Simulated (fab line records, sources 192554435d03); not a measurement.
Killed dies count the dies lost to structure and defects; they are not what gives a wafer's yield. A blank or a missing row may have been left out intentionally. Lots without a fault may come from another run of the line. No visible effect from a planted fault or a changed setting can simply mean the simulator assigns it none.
fab line records | flow n5_finfet
record: lots: 3 | wafers: 9 | last_day: 18
route steps=1938 shown BEOL_M8@1393 BEOL_M9@1401 PASSIVATION@1936
lots that met no fault: taken from a fault-free run of the same line
start_h: hours from the record's opening day to when the first of the lot's shown wafers began | wait_h: how many hours have passed since the lot's step before this one | " same as the row above | L1.1+2: a single row standing in for several wafers | - no value, or no start given | * or withheld: withheld | < > ~ a bound
route shown NAME@n: a module of which the file shows steps, and the number in the route of the first | usual: mean and standard deviation over wafers with no fault | same: alike in all rows | chamber/n: place in a boat | sites: the reading at each site | _std_site: standard deviation across them | _edge_site: the outer-site mean with the inner-site mean subtracted | radius_mm: how far each site lies from the wafer's centre | mask NAME#n: copy n | behind: the last tool/chamber to shape the wafer | hold: the reason the lot was held/the length of the hold in hours/how it ended | device: the transistor (n, p or np) that didn't switch | end of line: the route-end tests of the same wafers | step lacking rows: just its recipe | killed: count of dies lost to structure and defects at first sort (not the wafer's yield) | map: per-die view of a wafer (x killed, . not killed, _ where there is no die)
set.NAME: the setting the step ran with; set.NAME@STEP: the setting that earlier step ran with | model.NAME: the simulator's own value behind a step, which no gauge read
a table for each step, a row for each wafer; lots at some steps of the route
services: when a tool's chamber went out of use (start_h, in hours from the record's first day, below 0 if earlier), for how many hours, and the reason
== steps ==
step: N5_BEOL_M8_ECD_50
recipe: material: Cu | target_thk_a: 3000
step: N5_BEOL_M8_ANNEAL_51
recipe: temp_c: 225 | time_s: 90 | ambient: N2
step: N5_BEOL_M8_CMP_52
recipe: stop_on: SiCOH_lowk | t_overpolish_s: 6.9 | down_force_psi: 1 | platen_rpm: 50 | clearing_platen_down_force_psi: 1.5 | clearing_platen_rpm: 50 | post_cmp_clean: cu_alkaline | target_thk_nm: 80 | clearing_platen_pad_velocity_m_s: 0.99484 | pad_velocity_m_s: 0.99484
step: N5_BEOL_M8_PRE_CLEAN_55
recipe: gas: NH3 | time_s: 15 | temp_c: withheld | rf_power_w: 300
step: N5_BEOL_M8_DEP_56
recipe: material: SiCN | target_thk_a: 100 | temp_c: withheld | precursor: 3MS/NH3 | pressure_torr: 3 | rf_w: 202 | time_s: 17.5
step: N5_BEOL_M9_ILD_DEP_00
recipe: material: SiCOH_lowk | target_thk_a: 3085.1 | temp_c: 300 | precursor: DEMS/porogen | pressure_torr: 5 | rf_w: 500 | time_s: 58
step: N5_BEOL_M9_CURE_71
recipe: temp_c: 385 | time_s: 240 | ambient: He/Ar | material: SiCOH_lowk
step: N5_BEOL_M9_PECVD_70
recipe: material: SiO2 | target_thk_a: 200 | temp_c: 400 | precursor: TEOS/O2 | pressure_torr: 5.5 | rf_w: 450 | teos_flow_sccm: 53.8 | gas: O2 | flow_sccm: 3000 | time_s: 22.7
step: N5_BEOL_M9_HM_DEP_02
recipe: material: TiN | target_thk_a: 200 | temp_c: 25 | chamber_pressure_pa: 0.49996
usual: throttle_valve_pct: 30.1/0.84
lot.wafer | tool           | chamber | start_h | wait_h | throttle_valve_pct | model.TiN_of_BEOL_M9_HM_DEP_02.thk_nm
L277.3    | pvd_sputter-02 | -       | 281.37  | 0.9    | 31.9               | 20
L277.5    | "              | -       | "       | "      | 29.7               | 20
L277.6    | "              | -       | "       | "      | 29.7               | 20
L281.4    | pvd_sputter-02 | -       | 300.10  | 1.6    | 31.8               | 27
L281.5    | "              | -       | "       | "      | 32.1               | 27
L281.6    | "              | -       | "       | "      | 29.8               | 19.8
L289.1    | pvd_sputter-01 | -       | 362.61  | 1.1    | 28.3               | 19.8
L289.2    | "              | -       | "       | "      | 29.9               | 19.8
L289.6    | "              | -       | "       | "      | 30.6               | 20.2
step: N5_BEOL_M9_COAT_59
recipe: resist: SOC | temp_c: 250 | time_s: 60 | spin_rpm: 1500 | resist_thk_nm: 100
step: N5_BEOL_M9_COAT_60
recipe: resist: SiARC | temp_c: 220 | time_s: 60 | spin_rpm: 1500 | resist_thk_nm: 30
step: N5_BEOL_M9_COAT_05
recipe: resist: CAR-ArF | spin_rpm: 1500 | resist_thk_nm: 90
step: N5_BEOL_M9_EBR_07
recipe: solvent: PGMEA | ebr_width_mm: 1.5
step: N5_BEOL_M9_SOFTBAKE_06
recipe: temp_c: 110 | time_s: 60 | resist: CAR-ArF
step: N5_BEOL_M9_EXPOSE_08
recipe: mask_id: M9 | na: 1.35 | source_shape: dipole | sigma_inner: 0.411 | sigma_outer: 0.611 | polarization: te | dose_mj: 53.75
step: N5_BEOL_M9_PEB_09
recipe: peb_temp_c: withheld | peb_time_s: 60 | resist: CAR-ArF
step: N5_BEOL_M9_DEVELOP_10
recipe: develop_time_s: 30 | developer: TMAH | resist: CAR-ArF | rinse_liquid: diw | dry: air_spin | dev_temp_c: 23
step: N5_BEOL_M9_DESCUM_16
recipe: chemistry: O2 | time_s: 7.9 | source_power_w: 50 | bias_power_w: 20 | pressure_mtorr: 20 | rf_frequency_hz: 2.712e+07 | temp_c: 40 | resist: CAR-ArF | o2_flow_sccm: 225
step: N5_BEOL_M9_ETCH_61
recipe: chemistry: CF4 | target: SiARC | target_depth_a: 390 | mask_material: CAR-ArF | time_s: 65 | ion_energy_ev: 80 | pressure_mtorr: 40 | source_w: 545 | bias_w: 36 | Ar_flow_sccm: 100 | cf4_flow_sccm: 100 | ends: cleared
step: N5_BEOL_M9_ETCH_62
recipe: chemistry: N2/H2 | target: SOC | target_depth_a: 1100 | overetch_a: 220 | mask_material: SiARC | temp_c: 40 | time_s: 165 | ion_energy_ev: 200 | pressure_mtorr: 30 | source_w: 840 | bias_w: 150 | n2_flow_sccm: 200 | h2_flow_sccm: 200
step: N5_BEOL_M9_STRIP_68
recipe: chemistry: N2/H2 | temp_c: 40 | n2_flow_sccm: 200 | h2_flow_sccm: 200 | rf_frequency_hz: 6e+07
step: N5_BEOL_M9_STRIP_67
recipe: chemistry: CF4 | resist: SiARC | power_w: 300 | bias_power_w: 75 | pressure_mtorr: 50 | cf4_flow_sccm: 150 | rf_frequency_hz: 6e+07
step: N5_BEOL_M9_HM_OPEN_17
recipe: chemistry: Cl2/BCl3 | target_depth_a: 200 | overetch_a: 60 | target: TiN | mask_material: SOC | ion_energy_ev: 150 | pressure_mtorr: 10 | icp_w: 1000 | bias_w: 126 | Cl2_flow_sccm: 53.25 | bcl3_flow_sccm: 21.75 | Ar_flow_sccm: 25
usual: drypump_motor_current_A: 6.1/0.47 | he_backside_leak_sccm: 3.4/0.4 | mfc_ar_sccm: 24.99/0.064 | mfc_cl2_sccm: 53.23/0.14 | oes_product_au: 0.67/0.064 | rf_fwd_power_W: 992.7/2.7 | throttle_valve_pct: 22.23/0.21
lot.wafer | tool         | chamber | start_h | wait_h | drypump_motor_current_A | he_backside_leak_sccm | mfc_ar_sccm | mfc_cl2_sccm | oes_product_au | rf_fwd_power_W | rf_hours_counter_h | throttle_valve_pct | model.etch.depth_nm
L277.3    | rie_metal-02 | 0       | 282.46  | 0.1    | 6.0                     | 3.3                   | 24.96       | 53.22        | 0.80           | 1000.7         | -                  | 22.17              | 20.09
L277.5    | "            | 1       | "       | "      | 6.1                     | 3.1                   | 25.04       | 53.21        | 0.64           | 988.0          | -                  | 21.98              | 20.03
L277.6    | "            | 0       | "       | "      | 6.0                     | 3.3                   | 24.98       | 53.15        | 0.79           | 999.2          | -                  | 22.18              | 20.02
L281.4    | rie_metal-02 | 1       | 300.99  | 0.1    | 6.1                     | 3.2                   | 25.02       | 53.15        | 0.75           | 996.2          | -                  | 21.79              | 26.82
L281.5    | "            | 1       | "       | "      | 6.1                     | 3.1                   | 25.04       | 53.39        | 0.76           | 992.6          | -                  | 21.77              | 26.71
L281.6    | "            | 0       | "       | "      | 6.0                     | 3.4                   | 24.92       | 53.39        | 0.78           | 986.1          | -                  | 22.18              | 19.82
L289.1    | rie_metal-02 | 0       | 363.69  | 0.0    | 6.0                     | 3.4                   | 25.00       | 52.98        | 0.76           | 992.7          | 12                 | 22.21              | 19.89
L289.2    | "            | 1       | "       | "      | 6.1                     | 3.2                   | 25.13       | 53.24        | 0.62           | 994.1          | 55                 | 22.01              | 19.87
L289.6    | "            | 0       | "       | "      | 6.0                     | 3.5                   | 24.96       | 53.08        | 0.76           | 994.8          | -                  | 22.20              | 20.11
step: N5_BEOL_M9_STRIP_19
recipe: chemistry: O2 | power_w: 400 | temp_c: 40 | pressure_mtorr: 30 | rf_frequency_hz: 6e+07 | bias_power_w: 0 | overash_fraction: 0.2 | o2_flow_sccm: 225
step: N5_BEOL_M9_COAT_63
recipe: resist: SOC | temp_c: 250 | time_s: 60 | spin_rpm: 1500 | resist_thk_nm: 60
step: N5_BEOL_M9_COAT_64
recipe: resist: SiARC | temp_c: 220 | time_s: 60 | spin_rpm: 1500 | resist_thk_nm: 12
step: N5_BEOL_M9_COAT_75
recipe: resist: underlayer | temp_c: 205 | time_s: 60 | spin_rpm: 1500 | resist_thk_nm: 5
step: N5_BEOL_M9_COAT_22
recipe: resist: CAR-EUV | spin_rpm: 1500 | resist_thk_nm: 30
step: N5_BEOL_M9_EBR_24
recipe: solvent: PGMEA | ebr_width_mm: 1.5
step: N5_BEOL_M9_SOFTBAKE_23
recipe: temp_c: 110 | time_s: 60 | resist: CAR-EUV
step: N5_BEOL_M9_EXPOSE_25
recipe: mask_id: V8 | na: 0.33 | source_shape: annular | sigma_inner: 0.4 | sigma_outer: 0.8 | polarization: unpolarized | dose_mj: 37.25
step: N5_BEOL_M9_PEB_26
recipe: peb_temp_c: 100 | peb_time_s: 60 | resist: CAR-EUV
step: N5_BEOL_M9_DEVELOP_27
recipe: develop_time_s: 30 | developer: TMAH | resist: CAR-EUV | rinse_liquid: surfactant_rinse | dry: air_spin | dev_temp_c: 23
step: N5_BEOL_M9_TRENCH_ETCH_37
recipe: chemistry: C4F6/O2 | target_depth_a: 1514.3 | target: SiCOH_lowk | time_s: 49 | ion_energy_ev: 250 | pressure_mtorr: 30 | source_w: 345 | bias_w: 185 | Ar_flow_sccm: 300 | C4F6_flow_sccm: 10 | O2_flow_sccm: 10
usual: drypump_motor_current_A: 5.6/0.41 | mfc_ar_sccm: 299.9/0.95 | oes_f_703_au: 0.79/0.065 | oes_product_au: 0.80/0.071 | rf_fwd_power_W: 341.7/1.3 | rf_vpp_V: 666/9.1 | showerhead_plenum_p_Torr: 2.88/0.12 | throttle_valve_pct: 20.94/0.25
lot.wafer | tool        | chamber | start_h | wait_h | drypump_motor_current_A | mfc_ar_sccm | oes_f_703_au | oes_product_au | rf_fwd_power_W | rf_hours_counter_h | rf_vpp_V | showerhead_plenum_p_Torr | throttle_valve_pct | model.TiN_of_BEOL_M9_HM_DEP_02.thk_nm
L277.3    | rie_diel-04 | 1       | -       | -      | 6.0                     | 300.7       | 0.69         | 0.70           | 341.3          | 241                | 674      | 2.92                     | 20.92              | 16
L277.5    | "           | 2       | "       | "      | 5.6                     | 300.4       | 0.68         | 0.67           | 343.8          | -                  | 670      | 2.69                     | 21.17              | 16
L277.6    | "           | 3       | "       | "      | 5.9                     | 300.3       | 0.74         | 0.69           | 343.2          | -                  | 658      | 2.93                     | 21.33              | 15.8
L281.4    | rie_diel-04 | 2       | -       | -      | 5.7                     | 300.0       | 0.67         | 0.67           | 339.8          | 242                | 669      | 2.68                     | 21.19              | 22.8
L281.5    | "           | 1       | "       | "      | 6.0                     | 299.3       | 0.69         | 0.68           | 342.0          | -                  | 672      | 2.92                     | 20.96              | 23
L281.6    | "           | 0       | "       | "      | 6.3                     | 300.2       | 0.82         | 0.79           | 340.4          | -                  | 652      | 2.88                     | 21.28              | 15.8
L289.1    | rie_diel-05 | 1       | -       | -      | 5.5                     | 300.3       | 0.70         | 0.71           | 343.2          | 189                | 666      | 2.71                     | 21.03              | 15.8
L289.2    | "           | 0       | "       | "      | 5.8                     | 300.4       | 0.82         | 0.82           | 341.3          | 89                 | 659      | 2.74                     | 20.74              | 15.8
L289.6    | "           | 1       | "       | "      | 5.5                     | 300.1       | 0.71         | 0.72           | 341.7          | -                  | 666      | 2.71                     | 21.02              | 16
step: N5_PASSIVATION_PROBE_49
usual: defect_limited_yield: 91.3/1.3 | killed_at_M0_to_M3: 36/12 | killed_at_M4_up: 13/4.6 | killed_at_contacts: 13/5.4 | killed_at_front_end: 37/10 | killed_at_other: 3.6/2.9 | killed_dies: 102/15 | killed_on_rim: 13/4 | killed_open: 67/12 | killed_short: 33/7.5 | sort_bin_5_function: 5.1/0.93 | sort_bin_6_memory: 3.2/0.62 | sort_bin_8_speed: 0.00/0.01 | sort_n_pass: 1078/15 | sort_yield_pct: 91.3/1.3
same: gross_dies: 1180 | killed_at_back_side: 0 | sort_bin_4_leakage[%]: 0
lot.wafer | tool      | chamber | start_h | wait_h | defect_limited_yield[%] | killed_at_M0_to_M3 | killed_at_M4_up | killed_at_contacts | killed_at_front_end | killed_at_other | killed_dies | killed_on_rim | killed_open | killed_short | sort_bin_5_function[%] | sort_bin_6_memory[%] | sort_bin_8_speed[%] | sort_n_pass | sort_yield_pct[%]
L277.3    | prober-01 | -       | 345.78  | 0.1    | 92.7                    | 45                 | 13              | 5                  | 23                  | 0               | 86          | 12            | 54          | 31           | 4.7                    | 2.2                  | 0                   | 1094        | 92.7
L277.5    | prober-01 | -       | 345.88  | 0.2    | 91.7                    | 49                 | 17              | 15                 | 13                  | 4               | 98          | 11            | 60          | 38           | 4.8                    | 3.1                  | 0                   | 1082        | 91.7
L277.6    | prober-01 | -       | 345.93  | 0.3    | 90.7                    | 47                 | 11              | 12                 | 33                  | 7               | 110         | 16            | 58          | 49           | 4.7                    | 4.1                  | 0                   | 1070        | 90.7
L281.4    | prober-01 | -       | 365.47  | 0.2    | 90.8                    | 32                 | 24              | 12                 | 39                  | 2               | 109         | 7             | 75          | 28           | 6.2                    | 2.7                  | 0                   | 1071        | 90.8
L281.5    | prober-01 | -       | 365.52  | 0.2    | 90.0                    | 42                 | 27              | 10                 | 33                  | 6               | 118         | 20            | 65          | 41           | 6.9                    | 2.6                  | 0                   | 1062        | 90.0
L281.6    | prober-01 | -       | 365.57  | 0.3    | 92.5                    | 34                 | 12              | 6                  | 36                  | 1               | 89          | 9             | 56          | 31           | 4.4                    | 2.9                  | 0                   | 1091        | 92.5
L289.1    | prober-02 | -       | 424.30  | 0.0    | 91.2                    | 32                 | 22              | 15                 | 31                  | 4               | 104         | 12            | 72          | 31           | 5.3                    | 3.2                  | 0.08                | 1076        | 91.2
L289.2    | prober-02 | -       | 424.35  | 0.1    | 92.1                    | 39                 | 15              | 13                 | 24                  | 2               | 93          | 12            | 69          | 23           | 4.5                    | 3.1                  | 0                   | 1087        | 92.1
L289.6    | prober-02 | -       | 424.55  | 0.3    | 91.1                    | 41                 | 17              | 15                 | 25                  | 7               | 105         | 9             | 70          | 35           | 5.7                    | 3.1                  | 0                   | 1075        | 91.1
killed by level:class
L277.3 BEOL_M0_SAQP:geometric_particle:open=16 BEOL_M0_SAQP:geometric_particle:short=9 BEOL_M4:geometric_particle:open=9 BEOL_M2:geometric_particle:short=7 BEOL_M2:geometric_particle:open=5 MOL_CONTACT_COAG:geometric_particle:open=4 BEOL_M1:geometric_particle:open=4 STI_FIN_REVEAL:geometric_particle:open=3
L277.5 BEOL_M0_SAQP:geometric_particle:open=12 MOL_CONTACT_COAG:geometric_particle:open=10 BEOL_M2:geometric_particle:short=10 BEOL_M4:geometric_particle:open=8 BEOL_M0_SAQP:geometric_particle:short=7 BEOL_M2:geometric_particle:open=7 MOL_CONTACT_COAG:geometric_particle:short=5 BEOL_M1:geometric_particle:open=5
L277.6 BEOL_M0_SAQP:geometric_particle:short=14 BEOL_M2:geometric_particle:short=12 BEOL_M0_SAQP:geometric_particle:open=9 GATE_CUT:geometric_particle:open=7 MOL_CONTACT_COAG:geometric_particle:open=7 FIN_SAQP:geometric_particle:short=6 STI_FIN_REVEAL:geometric_particle:open=5 MOL_CONTACT_COAG:geometric_particle:short=5
L281.4 BEOL_M4:geometric_particle:open=10 STI_FIN_REVEAL:geometric_particle:open=10 MOL_CONTACT_COAG:geometric_particle:open=8 BEOL_M1:geometric_particle:open=7 GATE_CUT:geometric_particle:short=6 BEOL_M3:geometric_particle:open=6 DUMMY_GATE:geometric_particle:open=5 BEOL_M2:geometric_particle:open=5
L281.5 BEOL_M0_SAQP:geometric_particle:short=12 BEOL_M9:area_open=10 MOL_CONTACT_COAG:geometric_particle:open=9 BEOL_M0_SAQP:geometric_particle:open=9 STI_FIN_REVEAL:geometric_particle:open=8 GATE_CUT:geometric_particle:short=6 BEOL_M2:geometric_particle:open=6 GATE_CUT:geometric_particle:open=4
L281.6 STI_FIN_REVEAL:geometric_particle:open=8 BEOL_M2:geometric_particle:open=7 BEOL_M3:geometric_particle:open=7 BEOL_M4:geometric_particle:open=7 BEOL_M0:geometric_particle:open=6 GATE_CUT:geometric_particle:short=5 FIN_SAQP:geometric_particle:short=4 GATE_CUT:geometric_particle:open=4
L289.1 FIN_SAQP:geometric_particle:open=14 MOL_CONTACT_COAG:geometric_particle:open=12 BEOL_M0_SAQP:geometric_particle:short=10 BEOL_M4:geometric_particle:open=7 BEOL_M2:geometric_particle:open=5 STI_FIN_REVEAL:geometric_particle:open=4 BEOL_M0_SAQP:geometric_particle:open=4 BEOL_M3:geometric_particle:open=4
L289.2 MOL_CONTACT_COAG:geometric_particle:open=10 BEOL_M4:geometric_particle:open=8 BEOL_M2:geometric_particle:open=8 BEOL_M0_SAQP:geometric_particle:short=7 BEOL_M0_SAQP:geometric_particle:open=7 BEOL_M1:geometric_particle:open=7 STI_FIN_REVEAL:geometric_particle:open=6 FIN_SAQP:geometric_particle:open=5
L289.6 MOL_CONTACT_COAG:geometric_particle:open=14 BEOL_M0_SAQP:geometric_particle:short=12 BEOL_M0_SAQP:geometric_particle:open=9 DUMMY_GATE:geometric_particle:open=7 BEOL_M4:geometric_particle:open=7 BEOL_M2:geometric_particle:open=6 FIN_SAQP:geometric_particle:open=4 BEOL_M0:geometric_particle:short=4
== services ==
tool           | chamber | start_h | hours | kind
pvd_sputter-01 | -       | 291.75  | 1.0   | repair
rie_diel-05    | -       | 292.30  | 4.3   | pm
rie_diel-05    | 3       | 304.59  | -     | clean
rie_diel-05    | 3       | 304.59  | -     | consumable_replace:focus_ring
rie_diel-05    | 3       | 304.59  | -     | consumable_replace:showerhead
rie_diel-05    | 3       | 304.59  | 17.8  | scheduled_down
rie_diel-05    | 3       | 304.59  | 17.8  | vent_cycle
rie_diel-04    | 1       | 306.90  | -     | clean
rie_diel-04    | 1       | 306.90  | -     | consumable_replace:focus_ring
rie_diel-04    | 1       | 306.90  | 17.6  | scheduled_down
rie_diel-04    | 1       | 306.90  | 17.6  | vent_cycle
rie_diel-04    | 2       | 324.51  | -     | clean
rie_diel-04    | 2       | 324.51  | -     | consumable_replace:focus_ring
rie_diel-04    | 2       | 324.51  | -     | consumable_replace:showerhead
rie_diel-04    | 2       | 324.51  | 18.1  | scheduled_down
rie_diel-04    | 2       | 324.51  | 18.1  | vent_cycle
rie_metal-02   | -       | 325.93  | 4.3   | pm
rie_diel-04    | 3       | 339.73  | 5.7   | repair
== key ==
first_sign none at tools or gauges
model_effect: step: N5_BEOL_M9_HM_DEP_02 | value: TiN_of_BEOL_M9_HM_DEP_02.thk_nm | without: 19.6 | struck: 27
model_effect: step: N5_BEOL_M9_HM_OPEN_17 | value: etch.depth_nm | without: 19.64 | struck: 26.77
model_effect: step: N5_BEOL_M9_TRENCH_ETCH_37 | value: TiN_of_BEOL_M9_HM_DEP_02.thk_nm | without: 15.5 | struck: 22.9
met_at N5_BEOL_M9_HM_DEP_02
struck_wafers L281.4,L281.5
onset_between 281.37 300.10
fault: kind: process_parameter_drift | tool: pvd_sputter-02 | chamber: - | onset_h: 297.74 | steps: N5_BEOL_M9_HM_DEP_02 | channel: target_thk_a | offset: * | shape: step | end_h: 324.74 | acts_in: * | stated: * | scope: struck_wafers_only
